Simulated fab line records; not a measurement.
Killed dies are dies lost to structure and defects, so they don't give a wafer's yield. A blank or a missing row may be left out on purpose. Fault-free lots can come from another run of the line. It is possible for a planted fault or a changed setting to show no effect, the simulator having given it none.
fab line records	flow nand-harc
record: lots: 7	wafers: 20	last-day: 33
route steps=1302 shown A_STAIRCASE@696 END@1302
lots with no fault: from the same line, run without faults
start-h: hours from the record's first day to the start of the lot's first wafer shown	wait-h: time in hours since the lot's previous step	" unchanged from the row above	L1.1+2: a single row standing in for several wafers	- no value present, or no start provided	* or withheld: withheld	< > ~ a bound
route shown NAME@n: names a module that has steps shown in the file, with the first one's number in the route	usual: average and standard deviation across the fault-free wafers	same: alike in all rows	chamber/n: place in a boat	sites: readings site by site	_std_site: standard deviation across them	_edge_site: the outer-site mean with the inner-site mean subtracted	radius-mm: how far each site lies from the wafer's centre	mask NAME#n: copy n	behind: the most recent tool/chamber to have shaped the wafer	hold: reason for holding the lot/hours on hold/outcome of the hold	device: which transistor (n, p or np) failed to switch	end of line: the route-end tests of the same wafers	step lacking rows: just its recipe	killed: count of dies lost to structure and defects at first sort (not the wafer's yield)	map: a wafer's dies, x killed, . not, _ none there
set.NAME: the setting that was run; set.NAME@STEP: the one run at that earlier step	model.NAME: the simulator's own value behind a step, which no gauge read
certain route steps with their lots: each step a table, each wafer a row
services: the hour from which a tool's chamber was out of use, counted from the record's first day as start-h (under 0 if before that day), plus the number of hours and why
== steps ==
step: NHARC_A_STAIRCASE_PEB_182
recipe: peb-temp-c: 115	peb-time-s: 130
step: NHARC_A_STAIRCASE_DEVELOP_183
recipe: time-s: 140
step: NHARC_A_STAIRCASE_HARDBAKE_185
recipe: temp-c: 120	time-s: 140
step: NHARC_A_STAIRCASE_DESCUM_186
recipe: time-s: 3	o2-flow-sccm: 200	ar-flow-sccm: 0	bias-power-w: 0	chemistry: O2
usual: chamber-pressure-mTorr: 60.00/0.055	drypump-motor-current-A: 5.7/0.34	oes-product-au: 0.999/0.0093	rf-vpp-V: 57.9/0.9	showerhead-plenum-p-Torr: 1.92/0.098	throttle-valve-pct: 11.312/0.0094
lot.wafer	tool	chamber	start-h	wait-h	chamber-pressure-mTorr	drypump-motor-current-A	oes-product-au	rf-hours-counter-h	rf-vpp-V	showerhead-plenum-p-Torr	throttle-valve-pct
L840.2	rie-diel-10	3	372.80	-	60.01	5.5	1.006	41	56.8	1.77	11.300
L840.4	"	0	"	"	59.93	5.2	1.005	36	57.8	1.87	11.311
L840.5	"	2	"	"	59.99	5.1	1.007	-	58.3	1.92	11.308
L841.3	rie-diel-03	3	373.40	-	60.12	5.6	0.981	26	56.8	1.92	11.322
L841.1	"	0	"	"	59.99	5.5	0.996	32	58.8	2.03	11.334
L841.6	"	3	"	"	59.98	5.6	0.999	-	58.3	1.92	11.308
L846.1	rie-diel-03	2	432.47	-	59.95	5.7	1.003	49	57.1	1.76	11.316
L846.2	"	1	"	"	59.98	6.3	0.982	48	57.4	1.79	11.306
L846.5	"	2	"	"	59.98	5.7	0.995	-	57.5	1.76	11.305
L850.3	rie-diel-10	2	467.90	-	60.02	5.1	0.988	13	59.0	1.91	11.318
L850.4	"	3	"	"	60.09	5.5	0.989	17	58.2	2.07	11.308
L850.5	"	1	"	"	60.04	6.0	0.992	-	55.2	1.79	11.302
L858.4	rie-diel-03	1	545.64	-	59.92	6.3	0.987	19	57.8	1.78	11.305
L858.5	"	0	"	"	59.98	5.5	0.996	-	57.4	2.01	11.311
L860.2	rie-diel-03	0	575.16	-	60.02	5.5	1.003	38	58.4	2.00	11.310
L860.1	"	1	"	"	60.04	6.4	0.992	27	57.9	1.78	11.320
L860.5	"	3	"	"	59.99	5.6	0.995	-	56.6	1.90	11.326
L861.4	rie-diel-03	2	575.85	-	59.99	5.7	0.998	36	59.9	2.06	11.320
L861.2	"	3	"	"	59.98	5.6	0.983	40	57.8	1.90	11.298
L861.5	"	1	"	"	60.00	6.3	0.984	-	57.7	1.78	11.322
step: NHARC_A_STAIRCASE_TRIM_187
recipe: time-s: 211.2	o2-flow-sccm: 500	ar-flow-sccm: 0	bias-w: 0	chemistry: O2
usual: chamber-pressure-mTorr: 60.00/0.054	drypump-motor-current-A: 5.7/0.35	oes-product-au: 0.998/0.01	rf-vpp-V: 57.8/0.89	showerhead-plenum-p-Torr: 3.52/0.17	throttle-valve-pct: 17.037/0.0095
lot.wafer	tool	chamber	start-h	wait-h	chamber-pressure-mTorr	drypump-motor-current-A	oes-product-au	rf-hours-counter-h	rf-vpp-V	showerhead-plenum-p-Torr	throttle-valve-pct
L840.2	rie-diel-10	3	372.87	0.1	60.03	5.5	0.999	41	57.0	3.27	17.040
L840.4	"	2	"	"	60.01	5.1	0.985	40	57.5	3.54	17.029
L840.5	"	0	"	"	59.98	5.2	0.993	-	57.3	3.46	17.044
L841.1	rie-diel-03	3	373.54	0.1	59.99	5.6	0.980	26	57.1	3.54	17.047
L841.3	"	0	"	"	60.05	5.6	0.988	32	57.8	3.72	17.039
L841.6	"	1	"	"	60.00	6.3	0.990	-	56.6	3.32	17.053
L846.1	rie-diel-03	0	432.65	0.2	59.96	5.5	0.991	55	57.4	3.71	17.021
L846.2	"	1	"	"	60.05	6.3	0.983	48	57.4	3.31	17.048
L846.5	"	3	"	"	59.97	5.6	0.974	-	59.0	3.52	17.048
L850.3	rie-diel-10	1	468.19	0.3	59.95	6.0	0.996	12	58.5	3.31	17.031
L850.4	"	3	"	"	60.01	5.5	0.998	17	59.1	3.80	17.026
L850.5	"	1	"	"	60.07	6.0	0.998	-	56.6	3.31	17.038
L858.4	rie-diel-03	3	545.73	0.1	59.90	5.6	0.992	33	58.6	3.50	17.040
L858.5	"	3	"	"	60.08	5.6	0.988	-	58.0	3.50	17.033
L860.2	rie-diel-03	3	575.27	0.1	60.07	5.6	1.008	39	57.7	3.50	17.034
L860.1	"	0	"	"	59.97	5.6	0.996	39	57.3	3.68	17.038
L860.5	"	2	"	"	60.00	5.7	0.990	-	57.1	3.79	17.030
L861.4	rie-diel-03	3	575.92	0.1	59.94	5.6	1.002	40	57.6	3.50	17.045
L861.2	"	0	"	"	60.04	5.5	1.003	39	58.1	3.68	17.022
L861.5	"	3	"	"	60.08	5.6	1.004	-	57.7	3.50	17.031
step: NHARC_A_STAIRCASE_ETCH_188
recipe: target-depth-a: 1000	time-s: 40.5	ion-energy-ev: 400	c4f8-flow-sccm: 20	o2-flow-sccm: 10	ar-flow-sccm: withheld	rf-w: 600	bias-w: 1000	chemistry: C4F8/O2
usual: chamber-pressure-mTorr: 25.000/0.024	oes-product-au: 0.942/0.015	rf-vpp-V: 896/6.6	run-length-s: 61.9/0.49
lot.wafer	tool	chamber	start-h	wait-h	chamber-pressure-mTorr	oes-product-au	rf-hours-counter-h	rf-vpp-V	run-length-s
L840.2	rie-diel-10	0	-	-	24.981	0.924	36	893	62.4
L840.4	"	2	"	"	24.947	0.923	40	896	61.1
L840.5	"	3	"	"	25.032	0.933	-	887	61.0
L841.1	rie-diel-03	1	-	-	24.956	0.925	32	889	61.8
L841.3	"	2	"	"	25.029	0.926	27	887	62.1
L841.6	"	1	"	"	24.963	0.920	-	888	61.7
L846.1	rie-diel-03	1	-	-	24.984	0.923	49	889	61.6
L846.2	"	0	"	"	25.030	0.923	55	904	62.0
L846.5	"	1	"	"	25.013	0.904	-	889	61.3
L850.4	rie-diel-10	0	-	-	24.963	0.931	16	893	62.5
L850.3	"	2	"	"	24.973	0.916	14	895	61.1
L850.5	"	0	"	"	25.026	0.928	-	893	62.3
L858.4	rie-diel-03	2	-	-	24.966	0.939	28	905	62.0
L858.5	"	1	"	"	24.994	0.935	-	888	61.5
L860.1	rie-diel-03	0	-	-	24.991	0.946	39	901	62.5
L860.2	"	1	"	"	25.013	0.941	27	888	61.4
L860.5	"	3	"	"	25.008	0.949	-	894	62.2
L861.4	rie-diel-03	2	-	-	24.969	0.934	37	905	62.0
L861.2	"	3	"	"	25.042	0.935	40	895	62.1
L861.5	"	2	"	"	25.003	0.934	-	905	62.4
step: NHARC_A_STAIRCASE_TRIM_189
recipe: time-s: 211.2	o2-flow-sccm: 500	ar-flow-sccm: 0	bias-w: 0	chemistry: O2
step: NHARC_A_STAIRCASE_ETCH_190
recipe: target-depth-a: 1000	time-s: 40.5	ion-energy-ev: 400	c4f8-flow-sccm: 20	o2-flow-sccm: 10	ar-flow-sccm: withheld	rf-w: 600	bias-w: 1000	chemistry: C4F8/O2
usual: chamber-pressure-mTorr: 25.001/0.023	oes-product-au: 0.943/0.014	rf-vpp-V: 896/6.6	run-length-s: 62.0/0.49
lot.wafer	tool	chamber	start-h	wait-h	chamber-pressure-mTorr	oes-product-au	rf-hours-counter-h	rf-vpp-V	run-length-s
L840.4	rie-diel-10	2	-	-	24.999	0.954	41	896	60.9
L840.2	"	3	"	"	25.011	0.965	41	886	61.4
L840.5	"	0	"	"	25.021	0.956	-	894	62.7
L841.3	rie-diel-03	2	-	-	24.983	0.926	28	885	61.9
L841.1	"	3	"	"	25.071	0.909	27	896	62.8
L841.6	"	0	"	"	24.975	0.933	-	904	62.0
L846.1	rie-diel-03	3	-	-	25.011	0.918	50	896	62.0
L846.2	"	2	"	"	25.005	0.932	50	886	61.8
L846.5	"	3	"	"	24.962	0.914	-	896	62.2
L850.4	rie-diel-10	1	-	-	24.929	0.956	13	888	61.8
L850.3	"	2	"	"	24.984	0.947	15	896	61.3
L850.5	"	1	"	"	25.002	0.958	-	888	61.3
L858.4	rie-diel-03	2	-	-	25.013	0.944	28	906	62.0
L858.5	"	3	"	"	24.976	0.942	-	896	62.5
L860.2	rie-diel-03	2	-	-	24.986	0.935	36	904	61.9
L860.1	"	3	"	"	25.013	0.951	39	896	62.1
L860.5	"	1	"	"	25.019	0.945	-	887	61.7
L861.4	rie-diel-03	3	-	-	24.963	0.933	40	895	62.0
L861.2	"	0	"	"	25.033	0.944	39	901	62.2
L861.5	"	2	"	"	25.022	0.931	-	904	62.2
step: NHARC_A_STAIRCASE_TRIM_191
recipe: time-s: 211.2	o2-flow-sccm: 500	ar-flow-sccm: 0	bias-w: 0	chemistry: O2
usual: chamber-pressure-mTorr: 60.00/0.052	drypump-motor-current-A: 5.8/0.37	oes-product-au: 0.998/0.01	rf-vpp-V: 57.8/0.95	showerhead-plenum-p-Torr: 3.52/0.18	throttle-valve-pct: 17.036/0.0085
lot.wafer	tool	chamber	start-h	wait-h	chamber-pressure-mTorr	drypump-motor-current-A	oes-product-au	rf-hours-counter-h	rf-vpp-V	showerhead-plenum-p-Torr	throttle-valve-pct
L840.4	rie-diel-10	2	-	-	60.03	5.1	1.004	41	59.4	3.54	17.033
L840.2	"	3	"	"	60.00	5.5	1.006	42	56.9	3.27	17.034
L840.5	"	0	"	"	59.89	5.2	1.006	-	54.8	3.46	17.044
L841.1	rie-diel-03	2	-	-	60.05	5.6	1.000	29	56.3	3.28	17.040
L841.3	"	3	"	"	60.01	5.6	0.990	27	59.3	3.54	17.049
L841.6	"	2	"	"	59.95	5.7	0.989	-	57.2	3.28	17.036
L846.1	rie-diel-03	0	-	-	59.94	5.5	1.000	55	59.4	3.71	17.021
L846.2	"	1	"	"	60.00	6.3	0.980	49	57.7	3.31	17.030
L846.5	"	3	"	"	60.01	5.6	0.976	-	58.2	3.52	17.053
L850.4	rie-diel-10	0	-	-	59.96	5.2	0.998	16	56.9	3.43	17.040
L850.3	"	1	"	"	60.08	6.0	0.998	13	56.6	3.31	17.037
L850.5	"	0	"	"	59.96	5.3	1.005	-	58.8	3.44	17.027
L858.4	rie-diel-03	3	-	-	59.98	5.6	0.996	34	56.7	3.50	17.055
L858.5	"	1	"	"	59.93	6.3	0.986	-	57.2	3.30	17.033
L860.1	rie-diel-03	3	-	-	59.98	5.6	1.007	39	58.7	3.50	17.038
L860.2	"	1	"	"	60.02	6.3	1.003	28	58.0	3.29	17.021
L860.5	"	3	"	"	60.06	5.6	1.007	-	57.4	3.50	17.032
L861.4	rie-diel-03	1	-	-	60.04	6.4	0.985	28	56.5	3.29	17.037
L861.2	"	0	"	"	59.93	5.6	1.013	39	57.7	3.68	17.036
L861.5	"	1	"	"	59.91	6.3	0.984	-	55.9	3.29	17.040
step: NHARC_A_STAIRCASE_ETCH_192
recipe: target-depth-a: 1000	time-s: 40.5	ion-energy-ev: 400	c4f8-flow-sccm: 20	o2-flow-sccm: 10	ar-flow-sccm: withheld	rf-w: 600	bias-w: 1000	chemistry: C4F8/O2
step: NHARC_A_STAIRCASE_TRIM_193
recipe: time-s: 211.2	o2-flow-sccm: 500	ar-flow-sccm: 0	bias-w: 0	chemistry: O2
step: NHARC_A_STAIRCASE_ETCH_194
recipe: target-depth-a: 1000	time-s: 40.5	ion-energy-ev: 400	c4f8-flow-sccm: 20	o2-flow-sccm: 10	ar-flow-sccm: withheld	rf-w: 600	bias-w: 1000	chemistry: C4F8/O2
usual: chamber-pressure-mTorr: 25.002/0.024	oes-product-au: 0.941/0.012	rf-vpp-V: 896/6.5	run-length-s: 61.9/0.5
lot.wafer	tool	chamber	start-h	wait-h	chamber-pressure-mTorr	oes-product-au	rf-hours-counter-h	rf-vpp-V	run-length-s
L840.4	rie-diel-10	2	374.82	-	25.001	0.912	41	897	60.9
L840.2	"	3	"	"	24.985	0.930	42	886	61.6
L840.5	"	1	"	"	25.012	0.929	-	888	61.2
L841.1	rie-diel-03	2	375.40	-	25.023	0.936	29	887	61.9
L841.3	"	0	"	"	25.039	0.950	33	904	62.7
L841.6	"	1	"	"	24.996	0.935	-	888	61.6
L846.1	rie-diel-03	1	434.10	-	25.012	0.925	49	888	62.0
L846.2	"	3	"	"	24.998	0.929	51	898	62.3
L846.5	"	1	"	"	24.994	0.932	-	888	61.4
L850.4	rie-diel-10	1	469.76	-	24.985	0.935	13	888	61.1
L850.3	"	3	"	"	25.024	0.932	18	906	61.4
L850.5	"	0	"	"	24.997	0.928	-	892	62.3
L858.4	rie-diel-03	1	546.56	-	25.025	0.935	19	886	71.2
L858.5	"	2	"	"	24.991	0.928	-	904	61.7
L860.2	rie-diel-03	0	576.16	-	25.015	0.940	39	902	62.0
L860.1	"	3	"	"	25.010	0.951	40	895	71.8
L860.5	"	0	"	"	24.998	0.949	-	902	62.7
L861.4	rie-diel-03	0	577.09	-	25.005	0.940	40	901	71.9
L861.2	"	2	"	"	25.003	0.935	37	904	62.4
L861.5	"	0	"	"	25.005	0.937	-	902	62.4
step: NHARC_END_SORT_01
recipe: temp-c: 25
usual: killed-at-array: 59/16	killed-at-other: 0.8/1.1	killed-at-periphery: 3.6/2.4	killed-dies: 64/16	killed-open: 3.4/1.8	killed-short: 2.5/1.6
same: gross-dies: 677
lot.wafer	tool	chamber	start-h	wait-h	killed-at-array	killed-at-other	killed-at-periphery	killed-dies	killed-open	killed-short
L841.1	prober-02	0	580.72	2.5	60	0	4	64	2	2
L841.3	prober-02	0	582.33	3.1	73	0	2	75	1	6
L841.6	prober-02	0	584.75	4.0	58	0	3	61	2	4
L840.2	prober-01	0	581.51	2.8	67	2	3	72	7	3
L840.4	prober-01	0	583.12	3.4	62	0	1	63	4	3
L840.5	prober-01	0	583.93	3.7	88	0	2	90	6	6
L846.1	prober-01	0	631.40	2.5	57	1	2	60	3	2
L846.2	prober-01	0	632.18	2.8	57	0	1	58	1	5
L846.5	prober-01	0	634.54	3.6	52	0	0	52	0	1
L850.3	prober-01	0	683.91	3.1	67	1	2	70	4	4
L850.4	prober-01	0	684.70	3.4	86	1	3	90	6	1
L850.5	prober-01	0	685.50	3.7	83	1	5	89	2	0
L860.1	prober-02	0	779.49	2.5	178	4	10	192	4	1
L860.2	prober-02	0	780.31	2.8	41	3	4	48	3	3
L860.5	prober-02	0	782.76	3.8	47	1	6	54	2	5
L861.2	prober-01	0	780.24	2.8	58	0	2	60	5	2
L861.4	prober-01	0	781.86	3.4	226	0	4	230	7	1
L861.5	prober-01	0	782.67	3.7	65	0	2	67	3	3
killed by level:class
L841.1 A_CHANNEL_HOLE_D1:chamber-film-flake=26 A_SLIT:chamber-film-flake=21 A_CHANNEL_HOLE_D2:chamber-film-flake=4 A_WL_FILL:chamber-film-flake=3 A_ZERO_WELL:chamber-film-flake=2 A_STAIRCASE:chamber-film-flake=2 P_CONTACT:geometric-particle:open=1 P_M0:geometric-particle:short=1
L840.2 A_CHANNEL_HOLE_D2:chamber-film-flake=27 A_CHANNEL_HOLE_D1:chamber-film-flake=22 A_STAIRCASE:chamber-film-flake=5 A_CONTACT:chamber-film-flake=3 A_ONON_D2:geometric-particle:open=2 A_BLC:geometric-particle:open=2 A_DECK1_JOINT:chamber-film-flake=2 THIN_TSV:chamber-film-flake=2
L841.3 A_CHANNEL_HOLE_D1:chamber-film-flake=25 A_CHANNEL_HOLE_D2:chamber-film-flake=14 A_SLIT:chamber-film-flake=14 A_CONTACT:chamber-film-flake=7 A_WL_FILL:chamber-film-flake=3 A_WL_FILL:geometric-particle:short=2 A_ZERO_WELL:chamber-film-flake=2 A_STAIRCASE:chamber-film-flake=2
L840.4 A_CHANNEL_HOLE_D1:chamber-film-flake=24 A_CHANNEL_HOLE_D2:chamber-film-flake=22 A_CONTACT:chamber-film-flake=4 A_CHANNEL_FILL_D1:chamber-film-flake=3 A_CHANNEL_FILL_D1:geometric-particle:short=2 A_STAIRCASE:chamber-film-flake=2 P_CONTACT:geometric-particle:open=1 A_DECK1_JOINT:geometric-particle:open=1
L840.5 A_CHANNEL_HOLE_D1:chamber-film-flake=36 A_CHANNEL_HOLE_D2:chamber-film-flake=34 A_CONTACT:chamber-film-flake=5 A_WL_FILL:geometric-particle:short=2 A_WL_FILL:geometric-particle:open=2 A_CHANNEL_FILL_D1:chamber-film-flake=2 P_STI:geometric-particle:open=1 P_CONTACT:geometric-particle:short=1
L841.6 A_CHANNEL_HOLE_D1:chamber-film-flake=22 A_SLIT:chamber-film-flake=22 A_CHANNEL_HOLE_D2:chamber-film-flake=5 A_ONON_D1:geometric-particle:short=2 P_GATE:chamber-film-flake=2 A_CONTACT:chamber-film-flake=2 P_M0:geometric-particle:open=1 A_SGD_CUT:geometric-particle:short=1
L846.1 A_CHANNEL_HOLE_D2:chamber-film-flake=36 A_CONTACT:chamber-film-flake=7 A_CHANNEL_HOLE_D1:chamber-film-flake=5 A_STAIRCASE:chamber-film-flake=3 A_WL_FILL:chamber-film-flake=2 P_GATE:geometric-particle:short=1 A_CHANNEL_FILL_D2:geometric-particle:short=1 A_BLC:geometric-particle:open=1
L846.2 A_CHANNEL_HOLE_D2:chamber-film-flake=38 A_CHANNEL_HOLE_D1:chamber-film-flake=5 A_CONTACT:chamber-film-flake=5 A_STAIRCASE:chamber-film-flake=2 P_M0:geometric-particle:short=1 A_SOURCE_PLATE:geometric-particle:open=1 A_SOURCE_PLATE:geometric-particle:short=1 A_ONON_D1:geometric-particle:short=1
L846.5 A_CHANNEL_HOLE_D2:chamber-film-flake=29 A_CONTACT:chamber-film-flake=12 A_CHANNEL_HOLE_D1:chamber-film-flake=4 A_STAIRCASE:chamber-film-flake=3 A_WL_FILL:chamber-film-flake=2 A_ONON_D1:geometric-particle:short=1 A_SLIT:chamber-film-flake=1
L850.3 A_CHANNEL_HOLE_D1:chamber-film-flake=31 A_SLIT:chamber-film-flake=22 A_CONTACT:chamber-film-flake=4 A_WL_FILL:geometric-particle:short=2 P_GATE:geometric-particle:open=1 A_ONON_D1:geometric-particle:open=1 A_ONON_D1:geometric-particle:short=1 A_ONON_D2:geometric-particle:open=1
L850.4 A_SLIT:chamber-film-flake=42 A_CHANNEL_HOLE_D1:chamber-film-flake=29 A_CONTACT:chamber-film-flake=5 A_STAIRCASE:chamber-film-flake=4 P_STI:geometric-particle:short=1 P_M0:geometric-particle:open=1 A_CHANNEL_FILL_D1:geometric-particle:open=1 A_ONON_D2:geometric-particle:open=1
L850.5 A_CHANNEL_HOLE_D1:chamber-film-flake=37 A_SLIT:chamber-film-flake=30 A_CONTACT:chamber-film-flake=4 A_DECK1_JOINT:chamber-film-flake=3 P_M1:chamber-film-flake=2 A_STAIRCASE:chamber-film-flake=2 A_WL_FILL:chamber-film-flake=2 P_M0:geometric-particle:open=1
L860.1 A_STAIRCASE:area-etch=137 A_SLIT:chamber-film-flake=28 P_GATE:chamber-film-flake=9 A_CONTACT:chamber-film-flake=4 THIN_TSV:chamber-film-flake=4 A_STAIRCASE:chamber-film-flake=3 P_M2:geometric-particle:open=1 A_CHANNEL_FILL_D1:geometric-particle:short=1
L861.2 A_CHANNEL_HOLE_D2:chamber-film-flake=24 A_CHANNEL_HOLE_D1:chamber-film-flake=11 A_CONTACT:chamber-film-flake=6 A_SLIT:chamber-film-flake=4 A_STAIRCASE:chamber-film-flake=3 A_M1:chamber-film-flake=3 A_CHANNEL_FILL_D2:chamber-film-flake=2 P_CONTACT:geometric-particle:open=1
L860.2 A_SLIT:chamber-film-flake=27 A_CONTACT:chamber-film-flake=6 THIN_TSV:chamber-film-flake=3 P_GATE:chamber-film-flake=2 A_CHANNEL_HOLE_D1:chamber-film-flake=2 P_CONTACT:geometric-particle:open=1 P_M1:geometric-particle:short=1 A_CHANNEL_FILL_D1:geometric-particle:short=1
L861.4 A_STAIRCASE:area-etch=151 A_CHANNEL_HOLE_D2:chamber-film-flake=30 A_CONTACT:chamber-film-flake=10 A_CHANNEL_HOLE_D1:chamber-film-flake=9 A_STAIRCASE:chamber-film-flake=7 A_SLIT:chamber-film-flake=6 A_M1:chamber-film-flake=6 P_STI:geometric-particle:open=1
L861.5 A_CHANNEL_HOLE_D2:chamber-film-flake=23 A_CHANNEL_HOLE_D1:chamber-film-flake=13 A_CONTACT:chamber-film-flake=10 A_SLIT:chamber-film-flake=8 A_STAIRCASE:chamber-film-flake=6 P_CONTACT:geometric-particle:short=1 P_M0:geometric-particle:open=1 A_ONON_D1:geometric-particle:short=1
L860.5 A_SLIT:chamber-film-flake=33 P_GATE:chamber-film-flake=5 A_CONTACT:chamber-film-flake=5 A_ONON_D1:geometric-particle:short=2 A_STAIRCASE:chamber-film-flake=2 P_M0:geometric-particle:short=1 A_CHANNEL_FILL_D1:geometric-particle:short=1 A_DECK1_JOINT:geometric-particle:open=1
map L860.1 (x killed, . not)
____________x____________
_________..xx..._________
_______..x.......x_______
______..x..x.....x.______
_____....x......xxx._____
____....x.xx....x..xx____
____......xx......x..____
___.........xx.......x___
___.............x.....___
__xx.................xx__
__x.............xx.....__
_.x...x...x...........xx_
_x.x...................x_
_..............x.......x_
_....x................xx_
_.x....x................_
x.......x............xx.x
xx....x.x...x......x.....
.x......xxx.x.........xxx
.......xxx...........x..x
xx.x.xxxxxxx.......x.xx.x
_....x.xxxx............x_
_x......x.........x..x.x_
_.xx....xx....x.....x.x._
_.x..x..x.......x..x..xx_
_.x.x..xx..x.x.....xx.xx_
__xxx..........x.....xx__
__x.xx.........x...xxxx__
___xx............x...x___
___..........x....x.x.___
____xxx.x.x.x..x..xxx____
____xxxx...xxxxxxxx.x____
_____xxxx...xx..x.x._____
______x.xx...xxxxx.______
_______x...x.xxxxx_______
_________x..x.xx_________
____________x____________
map L861.4 (x killed, . not)
____________x____________
_________.xxxxxx_________
_______xxxxxxxxxxx_______
______xxxxx........______
_____x.xxxx.....x.x._____
____xxxxx...xx......x____
____xxx.xxx..x.x...xx____
___xxx.xxxx.........xx___
___xx..x..x.x.........___
__xxx.x........x.......__
__xxx.x................__
_xxxxx.................._
_xxx.x..x..............x_
_xxx..x................._
_xxx..x....x.x..x......._
_x...x...x...x.x.x......_
xxx..x.xxx.x..x.........x
xxx...xxxxx.xxx........x.
xxxx.xxxxx..x.....x.xx.x.
xx....xxxx.x.x...........
xxxx.xxxxxxx...x...x.....
_x.x..x.xxxx........x..x_
_xxx..xxxxxx.xx......x.._
_xx..xxxx.xx............_
_xx.........x..........._
_xx....x................_
__.x..x................__
__xx........x..........__
___x...x..............___
___xxxx..x...........x___
____.x..x....xx......____
____x.....x.......x.x____
_____xx..xx.....x..._____
______.x.x......x..______
_______xxx..x.x..x_______
_________x.x...x_________
____________x____________
== services ==
tool	chamber	start-h	hours	kind
rie-diel-03	3	353.14	5.0	repair
rie-diel-03	0	366.62	-	clean
rie-diel-03	1	366.62	-	clean
rie-diel-03	2	366.62	-	clean
rie-diel-03	3	366.62	-	clean
rie-diel-03	1	381.98	11.9	repair
rie-diel-03	0	394.54	-	clean
rie-diel-03	1	394.54	-	clean
rie-diel-03	2	394.54	-	clean
rie-diel-03	3	394.54	-	clean
rie-diel-03	0	419.06	-	clean
rie-diel-03	1	419.06	-	clean
rie-diel-03	2	419.06	-	clean
rie-diel-03	3	419.06	-	clean
rie-diel-10	-	419.94	9.0	pm
rie-diel-03	-	442.14	0.5	repair
rie-diel-03	0	443.56	-	clean
rie-diel-03	1	443.56	-	clean
rie-diel-03	2	443.56	-	clean
rie-diel-03	3	443.56	-	clean
rie-diel-03	-	458.33	9.0	pm
rie-diel-03	0	458.33	9.0	vent-cycle
rie-diel-03	1	458.33	9.0	vent-cycle
rie-diel-03	3	555.71	3.1	repair
== key ==
first-sign: step: NHARC_A_STAIRCASE_ETCH_194	reading: run-length-s	direction: up	sigmas: 19	usual: *	struck: *
effect: step: NHARC_END_SORT_01	reading: killed-dies	direction: up	sigmas: 9.4	usual: 64	struck: 211
more-kills-born-at: NHARC_A_STAIRCASE_ETCH_194@rie-diel-03: 288
met-at NHARC_A_STAIRCASE_ETCH_194
struck-wafers L858.4,L860.1,L861.4
sort-left-out L858.4
tester-left-out L858,L860,L861
onset-between 434.10 546.56
fault: kind: process-parameter-drift	tool: rie-diel-03	chamber: -	onset-h: 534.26	steps: NHARC_A_STAIRCASE_ETCH_194	channel: time-s	offset: *	shape: step	end-h: 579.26	scope: struck-wafers-only	acts-in: *	stated: *
tester-left-out: of these lots the tester's yield and bins aren't shown, on N5 and GAA mostly nor the transistor test; their killed dies are dies lost to structure and defects alone, not to doping, threshold or leakage, so they don't give the yield
sort-left-out: the simulated sort isn't trusted on such a fault, so these wafers' sort isn't shown, and their yield isn't known
